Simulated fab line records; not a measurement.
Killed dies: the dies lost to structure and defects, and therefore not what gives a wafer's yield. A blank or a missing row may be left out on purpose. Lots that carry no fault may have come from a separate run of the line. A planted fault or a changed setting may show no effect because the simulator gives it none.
Which tool did it? | flow n5-finfet | Sampling: 10 lots, 26 wafers, 5 of 1938 route steps

WHAT EACH GAUGE READ, for each wafer
N5_BEOL_M4_RC_MEAS_101. Usual: DIBL_N 36.0 mV/V, standard deviation 1.9; DIBL_P 35.6 mV/V, standard deviation 2.4; IOFF_N 0.16 nA/um, standard deviation 0.036; IOFF_P 0.21 nA/um, standard deviation 0.04; ION_N 673 uA/um, standard deviation 14; ION_P 460 uA/um, standard deviation 8.9; SS_N 71.5 mV/dec, standard deviation 0.67; SS_P 73.2 mV/dec, standard deviation 0.73; VT_N 249 mV, standard deviation 3.6; VT_P -250 mV, standard deviation 3.7.
lot  | measured     | on        | DIBL_N (mV/V)  | DIBL_P (mV/V)  | IOFF_N (nA/um) | IOFF_P (nA/um) | ION_N (uA/um) | ION_P (uA/um) | SS_N (mV/dec)  | SS_P (mV/dec)  | VT_N (mV)   | VT_P (mV)      | flag
L824 | day 8 01:23  | prober-02 | 35.0 31.5 34.7 | 35.2 31.6 35.5 | 0.15 0.10 0.14 | 0.16 0.12 0.16 | 683 661 668   | 458 449 456   | 72.3 70.8 71.4 | 72.4 71.6 72.9 | 252 259 252 | -255 -261 -256 |
L828 | day 8 22:13  | prober-01 | 36.7 34.4      | 37.2 34.3      | 0.18 0.12      | 0.23 0.18      | 685 660       | 469 457       | 72.5 71.1      | 73.4 73.0      | 247 254     | -248 -251      |
L829 | day 9 01:42  | prober-02 | 36.6 34.7      | 37.3 34.8      | 0.16 0.13      | 0.23 0.19      | 659 662       | 465 457       | 71.3 70.4      | 73.2 72.6      | 249 254     | -249 -251      |
L831 | day 9 19:20  | prober-01 | 37.1 36.2      | 38.2 34.7      | 0.20 0.17      | 0.28 0.22      | 693 663       | 476 459       | 72.1 71.8      | 73.3 72.7      | 245 248     | -243 -247      |
L833 | day 10 05:46 | prober-01 | 36.5 36.0 36.5 | 35.0 36.1 35.3 | 0.15 0.15 0.16 | 0.19 0.20 0.19 | 648 683 658   | 445 468 447   | 72.1 71.6 71.5 | 73.2 72.8 73.2 | 252 249 249 | -253 -253 -251 |
L834 | day 10 11:40 | prober-01 | 35.5 33.9      | 35.0 32.8      | 0.14 0.11      | 0.18 0.15      | 663 653       | 460 453       | 71.0 70.6      | 72.9 72.7      | 250 255     | -253 -254      |
L835 | day 10 15:28 | prober-01 | 37.1 40.2 37.7 | 36.9 39.4 37.0 | 0.19 0.22 0.19 | 0.23 0.28 0.22 | 683 673 681   | 465 464 464   | 71.3 71.7 71.9 | 74.6 74.8 74.1 | 246 246 247 | -250 -246 -247 |
L839 | day 11 23:18 | prober-02 | 37.0 29.9 36.2 | 35.8 26.3 34.4 | 0.16 0.08 0.14 | 0.21 0.11 0.19 | 688 658 670   | 469 453 457   | 72.1 68.8 71.8 | 74.6 71.2 73.5 | 249 255 251 | -250 -257 -250 |
L841 | day 12 17:22 | prober-02 | 31.0 36.8 35.1 | 30.6 37.6 34.8 | 0.10 0.19 0.15 | 0.15 0.26 0.21 | 662 685 665   | 456 464 453   | 69.6 71.5 71.4 | 72.0 73.7 73.8 | 257 245 251 | -254 -248 -249 |
L846 | day 13 22:50 | prober-02 | 34.9 34.4 34.5 | 36.5 35.7 35.4 | 0.16 0.15 0.14 | 0.20 0.19 0.18 | 684 678 664   | 467 459 456   | 71.0 71.3 71.2 | 72.7 72.7 72.9 | 248 251 250 | -249 -254 -253 |

WHAT TOOL EACH LOT RAN ON (gives the tool, then ch and the chambers of the sampled wafers, and finally the start)
lot  | N5_BEOL_M1_DEP_57              | N5_BEOL_M2_ETCH_74                 | N5_BEOL_M2_ETCH_64                 | N5_BEOL_M2_HM_OPEN_17
L824 | pecvd-03 ch 0,1,2, day 6 16:16 | rie-diel-01 ch 0,2,3, day 6 18:25  | rie-diel-01 ch 0,2,3, day 6 18:27  | rie-metal-02 ch 0,1, day 6 18:39
L828 | pecvd-02 ch 0,2, day 7 15:35   | rie-diel-04 ch 0,3, day 7 18:02    | rie-diel-04 ch 0,3, day 7 18:04    | rie-metal-02 ch 0,1, day 7 18:16
L829 | pecvd-03 ch 1,2, day 7 18:40   | rie-diel-01 ch 0,3, day 7 21:09    | rie-diel-01 ch 0,3, day 7 21:11    | rie-metal-03 ch 0,1, day 7 21:24
L831 | pecvd-02 ch 1,2, day 8 04:34   | rie-diel-05 ch 0,1, day 8 06:05    | rie-diel-05 ch 0,1, day 8 06:08    | rie-metal-01 ch 0, day 8 06:18
L833 | pecvd-02 ch 0,1, day 8 19:08   | rie-diel-04 ch 0,2, day 8 21:48    | rie-diel-04 ch 0,2, day 8 21:51    | rie-metal-01 ch 0,1, day 8 22:01
L834 | pecvd-02 ch 1,2, day 9 05:09   | rie-diel-04 ch 1, day 9 06:05      | rie-diel-04 ch 1, day 9 06:08      | rie-metal-01 ch 1, day 9 06:19
L835 | pecvd-03 ch 1,2, day 9 14:13   | rie-diel-05 ch 0,2, day 9 15:58    | rie-diel-05 ch 0,2, day 9 16:01    | rie-metal-03 ch 0,1, day 9 16:11
L839 | pecvd-03 ch 1,2, day 10 09:14  | rie-diel-05 ch 1,3, day 10 11:38   | rie-diel-05 ch 1,3, day 10 11:41   | rie-metal-01 ch 0,1, day 10 11:51
L841 | pecvd-04 ch 0,1, day 10 22:41  | rie-diel-05 ch 0,1,2, day 11 00:13 | rie-diel-05 ch 0,1,2, day 11 00:15 | rie-metal-02 ch 0,1, day 11 00:26
L846 | pecvd-04 ch 0,1, day 12 05:26  | rie-diel-04 ch 0,3, day 12 07:03   | rie-diel-04 ch 0,3, day 12 07:05   | rie-metal-03 ch 0,1, day 12 07:17
- N5_BEOL_M1_DEP_57: deposits SiCN from 3MS/NH3, target thk 8 nm, time 14 s.
- N5_BEOL_M2_ETCH_74: etches underlayer in N2/H2, target depth 6.5 nm, time 5.2 s.
- N5_BEOL_M2_ETCH_64: etches SOC in N2/H2, target depth 75 nm, overetch 22.5 nm, time 121.9 s.
- N5_BEOL_M2_HM_OPEN_17: chemistry Cl2/BCl3, target TiN, target depth 20 nm, overetch 6 nm.

AS READ BY THE TOOLS THEMSELVES (means over the sampled wafers that have a number; for cases with no such wafer, the mark the record gives instead)
N5_BEOL_M1_DEP_57. Usual: showerhead-plenum-p-Torr 3.661 Torr, standard deviation 0.012; throttle-valve-pct 9.2 %, standard deviation 0.33.
lot  | tool     | showerhead-plenum-p-Torr (Torr) | throttle-valve-pct (%) | flag
L824 | pecvd-03 | 3.659                           | 9.3                    |
L828 | pecvd-02 | 3.660                           | 9.4                    |
L829 | pecvd-03 | 3.659                           | 9.0                    |
L831 | pecvd-02 | 3.656                           | 9.2                    |
L833 | pecvd-02 | 3.658                           | 9.1                    |
L834 | pecvd-02 | 3.650                           | 9.4                    |
L835 | pecvd-03 | 3.662                           | 8.8                    |
L839 | pecvd-03 | 3.654                           | 9.2                    |
L841 | pecvd-04 | 3.666                           | 9.3                    |
L846 | pecvd-04 | 3.668                           | 9.2                    |

N5_BEOL_M2_ETCH_74. Usual: bias-w 150.0 W, standard deviation 0.4; drypump-motor-current-A 5.7 A, standard deviation 0.52; etch-rf-on-time-s 5.25 s, standard deviation 0.15; h2-flow-sccm 200.0 sccm, standard deviation 0.52; oes-product-au 0.70 a.u., standard deviation 0.071; rf-vpp-V 522.8 V, standard deviation 1.8; showerhead-plenum-p-Torr 2.51 Torr, standard deviation 0.058; throttle-valve-pct 17.9 %, standard deviation 0.35.
lot  | tool        | bias-w (W) | drypump-motor-current-A (A) | etch-rf-on-time-s (s) | h2-flow-sccm (sccm) | oes-product-au (a.u.) | rf-vpp-V (V) | showerhead-plenum-p-Torr (Torr) | throttle-valve-pct (%) | flag
L824 | rie-diel-01 | 149.9      | 5.8                         | 5.21                  | 199.8               | 0.68                  | 526.4        | 2.60                            | 18.0                   |
L828 | rie-diel-04 | 149.8      | 6.0                         | 5.22                  | 200.5               | 0.73                  | 522.8        | 2.48                            | 17.8                   |
L829 | rie-diel-01 | 150.2      | 6.2                         | 5.19                  | 199.8               | 0.69                  | 525.4        | 2.57                            | 17.9                   |
L831 | rie-diel-05 | 150.5      | 5.4                         | 5.12                  | 199.7               | 0.73                  | 522.0        | 2.46                            | 17.7                   |
L833 | rie-diel-04 | 149.7      | 5.5                         | 5.24                  | 200.4               | 0.75                  | 522.1        | 2.50                            | 17.9                   |
L834 | rie-diel-04 | 150.8      | 5.4                         | 5.24                  | 200.5               | 0.71                  | 524.5        | 2.60                            | 17.9                   |
L835 | rie-diel-05 | 150.0      | 5.6                         | 5.22                  | 200.1               | 0.67                  | 521.8        | 2.49                            | 18.1                   |
L839 | rie-diel-05 | 150.0      | 5.5                         | 5.21                  | 200.1               | 0.73                  | 521.5        | 2.45                            | 17.6                   |
L841 | rie-diel-05 | 149.7      | 5.9                         | 5.24                  | 200.1               | 0.68                  | 523.6        | 2.48                            | 18.0                   |
L846 | rie-diel-04 | 149.9      | 6.0                         | 5.16                  | 199.6               | 0.72                  | 521.4        | 2.46                            | 17.7                   |

N5_BEOL_M2_ETCH_64. Usual: bias-w 150.0 W, standard deviation 0.45; drypump-motor-current-A 5.7 A, standard deviation 0.52; h2-flow-sccm 200.1 sccm, standard deviation 0.63; oes-product-au 0.63 a.u., standard deviation 0.057; rf-vpp-V 522.9 V, standard deviation 1.6; showerhead-plenum-p-Torr 2.51 Torr, standard deviation 0.058; throttle-valve-pct 17.9 %, standard deviation 0.35.
lot  | tool        | bias-w (W) | drypump-motor-current-A (A) | h2-flow-sccm (sccm) | oes-product-au (a.u.) | rf-vpp-V (V) | showerhead-plenum-p-Torr (Torr) | throttle-valve-pct (%) | flag
L824 | rie-diel-01 | 150.4      | 5.9                         | 200.1               | 0.61                  | 525.1        | 2.60                            | 17.9                   |
L828 | rie-diel-04 | 150.1      | 6.0                         | 200.4               | 0.66                  | 522.0        | 2.48                            | 17.6                   |
L829 | rie-diel-01 | 150.5      | 6.2                         | 200.6               | 0.61                  | 523.8        | 2.57                            | 17.9                   |
L831 | rie-diel-05 | 150.2      | 5.4                         | 198.7               | 0.65                  | 522.5        | 2.46                            | 17.6                   |
L833 | rie-diel-04 | 150.8      | 5.6                         | 199.9               | 0.66                  | 521.5        | 2.50                            | 17.8                   |
L834 | rie-diel-04 | 150.1      | 5.4                         | 200.2               | 0.64                  | 525.8        | 2.60                            | 17.8                   |
L835 | rie-diel-05 | 150.2      | 5.6                         | 200.6               | 0.60                  | 523.0        | 2.49                            | 18.0                   |
L839 | rie-diel-05 | 172.1      | 5.5                         | 199.9               | 0.65                  | 570.3        | 2.45                            | 17.6                   | OFF
L841 | rie-diel-05 | 172.6      | 5.9                         | 200.0               | 0.60                  | 570.6        | 2.48                            | 18.0                   | OFF
L846 | rie-diel-04 | 150.2      | 6.0                         | 199.3               | 0.63                  | 521.5        | 2.46                            | 17.7                   |

N5_BEOL_M2_HM_OPEN_17. Usual: bcl3-flow-sccm 21.76 sccm, standard deviation 0.063; drypump-motor-current-A 5.90 A, standard deviation 0.25; oes-product-au 0.64 a.u., standard deviation 0.069; throttle-valve-pct 22.3 %, standard deviation 0.35.
lot  | tool         | bcl3-flow-sccm (sccm) | drypump-motor-current-A (A) | oes-product-au (a.u.) | throttle-valve-pct (%) | flag
L824 | rie-metal-02 | 21.87                 | 5.80                        | 0.56                  | 22.7                   |
L828 | rie-metal-02 | 21.68                 | 5.86                        | 0.57                  | 22.5                   |
L829 | rie-metal-03 | 21.84                 | 5.67                        | 0.70                  | 22.2                   |
L831 | rie-metal-01 | 21.73                 | 6.30                        | 0.73                  | 22.3                   |
L833 | rie-metal-01 | 21.71                 | 6.22                        | 0.71                  | 22.2                   |
L834 | rie-metal-01 | 21.76                 | 6.02                        | 0.64                  | 22.1                   |
L835 | rie-metal-03 | 21.74                 | 5.68                        | 0.69                  | 22.2                   |
L839 | rie-metal-01 | 21.69                 | 6.21                        | 0.70                  | 22.2                   |
L841 | rie-metal-02 | 21.76                 | 5.79                        | 0.55                  | 22.7                   |
L846 | rie-metal-03 | 21.76                 | 5.65                        | 0.67                  | 22.2                   |

THE ANSWER, worked out from the rows above alone
Rule: lot off if the mean of its wafers having a number is beyond 3 standard deviations from the usual mean. Also off: a lot with no number at a reading for which 4 or more lots have one. Any other lot the step has rows for is counted as sound. Order of review: gauges by route order, followed by the tools' own readings, for which a lot's mean as printed above is used. At the first step where some lot is off, the reading lying furthest off is the one used; lots without a number count as furthest.
Off at N5_BEOL_M2_ETCH_64 (bias-w): L839, L841.
If a tool, at that step or one of the process steps before it, ran each lot that is off and ran no sound lot following the first of them, it fits. One candidate fits, namely rie-diel-05 at N5_BEOL_M2_ETCH_74 and N5_BEOL_M2_ETCH_64. At N5_BEOL_M2_ETCH_74 its last sound lot is L835 (day 9 15:58), its first lot that is off L839 (day 10 11:38): a fault that began between those two fits.

WHAT THE SIMULATOR PUT IN
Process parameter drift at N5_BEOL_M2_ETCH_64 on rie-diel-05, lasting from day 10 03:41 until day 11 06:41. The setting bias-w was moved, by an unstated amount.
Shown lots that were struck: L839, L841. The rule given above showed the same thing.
